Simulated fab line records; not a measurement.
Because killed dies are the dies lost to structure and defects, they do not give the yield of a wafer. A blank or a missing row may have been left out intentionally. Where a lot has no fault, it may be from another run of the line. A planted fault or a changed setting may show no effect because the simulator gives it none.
Matching of chambers :: flow n5-finfet :: 3 sister chambers for N5_BEOL_M0_PRE_CLEAN_131 on cvd-co-02
The step time 15 s. 20 wafers are shown with their chamber, then 10 later ones without.

## WAFERS PAIRED WITH THEIR CHAMBERS
wafer: L076.1
chamber: 0
heater-power-w (W): 79

wafer: L076.4
chamber: 2
heater-power-w (W): 90

wafer: L076.6
chamber: 1
heater-power-w (W): 72

wafer: L078.1
chamber: 0
heater-power-w (W): 79

wafer: L078.2
chamber: 2
heater-power-w (W): 90

wafer: L078.5
chamber: 2
heater-power-w (W): 90

wafer: L082.1
chamber: 2
heater-power-w (W): 91

wafer: L082.2
chamber: 1
heater-power-w (W): 69

wafer: L082.3
chamber: 0
heater-power-w (W): 77

wafer: L082.4
chamber: 0
heater-power-w (W): 79

wafer: L082.5
chamber: 2
heater-power-w (W): 88

wafer: L082.6
chamber: 1
heater-power-w (W): 71

wafer: L086.1
chamber: 0
heater-power-w (W): 78

wafer: L086.3
chamber: 2
heater-power-w (W): 93

wafer: L086.5
chamber: 1
heater-power-w (W): 73

wafer: L087.1
chamber: 0
heater-power-w (W): 78

wafer: L087.4
chamber: 2
heater-power-w (W): 94

wafer: L087.5
chamber: 0
heater-power-w (W): 78

wafer: L089.1
chamber: 0
heater-power-w (W): 80

wafer: L089.4
chamber: 2
heater-power-w (W): 91

SIGNATURES, as means of the wafers listed above
reading: heater-power-w
chamber 0: 78.50
chamber 1: 71.25
chamber 2: 90.88
scatter within a chamber: 1.53
Rule: for each reading, subtract the chamber's mean from the wafer's reading, divide by that reading's scatter and square the result; add these up over the readings and take the root, which gives the wafer's distance from the chamber. The wafer belongs to the nearest chamber; if the next one is less than 2 further off, it can't be placed. The scatter: take each reading less its chamber's mean, square it, sum over the shown wafers, divide by the number of wafers less the number of chambers, and take the root.

## WAFERS WITH NO CHAMBER GIVEN
wafer: L089.5
heater-power-w (W): 77

wafer: L092.2
heater-power-w (W): 90

wafer: L092.3
heater-power-w (W): 70

wafer: L092.4
heater-power-w (W): 70

wafer: L091.2
heater-power-w (W): 72

wafer: L091.3
heater-power-w (W): 79

wafer: L091.6
heater-power-w (W): 72

wafer: L095.1
heater-power-w (W): 73

wafer: L095.3
heater-power-w (W): 80

wafer: L095.4
heater-power-w (W): 72

## WHICH CHAMBER EACH WENT THROUGH
wafer: L089.5
from the rows above: 0
in truth: 0

wafer: L092.2
from the rows above: 2
in truth: 2

wafer: L092.3
from the rows above: 1
in truth: 1

wafer: L092.4
from the rows above: 1
in truth: 1

wafer: L091.2
from the rows above: 1
in truth: 1

wafer: L091.3
from the rows above: 0
in truth: 0

wafer: L091.6
from the rows above: 1
in truth: 1

wafer: L095.1
from the rows above: 1
in truth: 1

wafer: L095.3
from the rows above: 0
in truth: 0

wafer: L095.4
from the rows above: 1
in truth: 1
10 of 10 placed correctly. From these rows, 0 cannot be placed. Placed wrongly: 0.
